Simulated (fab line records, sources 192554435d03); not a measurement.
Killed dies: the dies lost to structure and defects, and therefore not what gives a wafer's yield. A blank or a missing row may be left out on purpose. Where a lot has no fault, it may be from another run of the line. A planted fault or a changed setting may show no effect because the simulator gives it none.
Comparing a struck lot with a sound one || flow n5_finfet || 29 steps out of a route of 1938
Sound: these wafers, L745.2, L745.3, L745.5. Struck: wafer L763.4. (L763.2 of the same lot was not struck and is left out.) The cause comes at the end.
Order at every step that has rows: each side's tool, ch and its chambers, its first start. Under that, the readings that differ: sound wafers || struck wafers || difference of the means || sigmas: that difference in standard deviations of wafers without a fault.
alike: readings with means less than 2 such deviations apart, plus words and numbers identical on both sides. not compared: withheld readings, readings lacking a value on some wafer, bounds such as >300 that could conceal the same value, and numbers that have no deviation in the record and whose values overlap.
Wherever a step has rows on one side only, a row that says differs or no value, or a row with sigmas, the two part there. When numbers do not overlap yet have no deviation, they are printed without sigmas and do not part them. A reading missing from all wafers of one side parts the sides only when that side holds two or more wafers.

first, 9 steps without rows for these wafers: N5_BEOL_M0_SAQP_EXPOSE_37 (exposes mask M0 CUT1, target cd 30 nm); N5_BEOL_M0_SAQP_PEB_38 (peb time 60 s); N5_BEOL_M0_SAQP_DEVELOP_39 (develop time 30 s); N5_BEOL_M0_SAQP_DESCUM_45 (chemistry O2, time 7 s); N5_BEOL_M0_SAQP_ETCH_88 (etches underlayer in N2/H2, target depth 6.5 nm, time 5.2 s); N5_BEOL_M0_SAQP_ETCH_73 (etches SiARC in CF4, target depth 19.5 nm, time 32.5 s); N5_BEOL_M0_SAQP_CUT_ETCH_46 (etches SOC in N2/H2, target depth 135 nm, overetch 27 nm, time 202.5 s); N5_BEOL_M0_SAQP_STRIP_74 (strips in N2/H2); N5_BEOL_M0_SAQP_STRIP_89 (strips in N2/H2).
N5_BEOL_M0_SAQP_ALD_48: deposits SiO2, target thk 20 nm, pulse time 1 s, co reactant pulse time 1 s.
  sound on ald_sin-04 ch 0,2, day 6 03:07; struck on ald_sin-04 ch 2, day 10 10:55
{"reading": "ald_cycles", "sound": "139 139 139", "struck": 97, "difference": -42, "sigmas": ""}
{"reading": "model.SiO2_of_BEOL_M0_SAQP_ALD_48.thk_nm (nm)", "sound": "20 20 20", "struck": 13.8, "difference": -6.2, "sigmas": ""}
  alike: heater_power_w, precursor_pulse_height_rel
then, 15 steps without rows for these wafers: N5_BEOL_M0_SAQP_ETCH_49 (etches SiO2 in CF4/O2, target depth 37 nm); N5_BEOL_M0_SAQP_STRIP_75 (strips in CF4); N5_BEOL_M0_CUTY_COAT_50 (time 60 s, resist thk 15 nm); N5_BEOL_M0_CUTY_COAT_51 (resist thk 150 nm); N5_BEOL_M0_CUTY_EBR_52; N5_BEOL_M0_CUTY_SOFTBAKE_53 (time 60 s); N5_BEOL_M0_CUTY_EXPOSE_54 (exposes mask M0 ABLK); N5_BEOL_M0_CUTY_PEB_55 (peb time 60 s); N5_BEOL_M0_CUTY_DEVELOP_56 (develop time 30 s); N5_BEOL_M0_CUTY_DESCUM_61 (chemistry O2, time 7.9 s); N5_BEOL_M0_CUTY_ETCH_62 (etches SiARC in CF4, time 58.5 s); N5_BEOL_M0_CUTY_ETCH_63 (etches SOC in N2/H2, target depth 82.7 nm, overetch 16.5 nm, time 124 s); N5_BEOL_M0_CUTY_STRIP_64 (strips in N2/H2); N5_BEOL_M0_ETCH_138 (etches SiCN in CH3F/O2, target depth 12 nm, time 31.6 s); N5_BEOL_M0_HM_OPEN_105 (chemistry Cl2/BCl3, target TiN, target depth 12 nm).
N5_BEOL_M0_STRIP_140: strips in CF4.
  sound on rie_diel-04 ch 0,1, day 6 05:47; struck on rie_diel-03 ch 3, day 10 14:37
{"reading": "model.SiO2_of_BEOL_M0_SAQP_ALD_48.thk_nm (nm)", "sound": "11.4 11.6 11.6", "struck": 7.6, "difference": -3.9, "sigmas": ""}
  alike: drypump_motor_current_A, oes_product_au, rf_fwd_power_W, rf_vpp_V, showerhead_plenum_p_Torr, throttle_valve_pct
  not compared: rf_hours_counter_h
then, 1 step without rows for these wafers: N5_BEOL_M0_STRIP_104 (strips in N2/H2).
-- the record jumps here: 4 days lie between the struck wafers' starts before and after (it left off in module BEOL_M0 and takes up again in module BEOL_M4, whose first step shown is number 1111 of the route) --
N5_BEOL_M4_RC_MEAS_101:
  sound on prober-02 ch 0, day 9 15:51; struck on prober-02 ch 0, day 14 10:11
  alike: DIBL_N, DIBL_P, IOFF_N, IOFF_P, ION_N, ION_P, SS_N, SS_P, VT_N, VT_P
-- the record jumps here: 5 days lie between the struck wafers' starts before and after (it left off in module BEOL_M4 and takes up again in module PASSIVATION, whose first step shown is number 1936 of the route) --
N5_PASSIVATION_PROBE_49:
  sound: prober-02 at day 14 06:07; struck: prober-02 at day 19 02:57
{"reading": "killed_at_front_end", "sound": "54 57 42", "struck": 28, "difference": -23, "sigmas": -2}
  alike: defect_limited_yield, killed_at_M0_to_M3, killed_at_M4_up, killed_at_contacts, killed_at_other, killed_dies, killed_open, killed_short, sort_bin_5_function, sort_bin_6_memory, sort_bin_8_speed, sort_n_pass, sort_yield_pct

== WHERE THEY PART ==
At N5_PASSIVATION_PROBE_49 and nowhere else, as far as this record goes.

WHY: what the simulator had put in
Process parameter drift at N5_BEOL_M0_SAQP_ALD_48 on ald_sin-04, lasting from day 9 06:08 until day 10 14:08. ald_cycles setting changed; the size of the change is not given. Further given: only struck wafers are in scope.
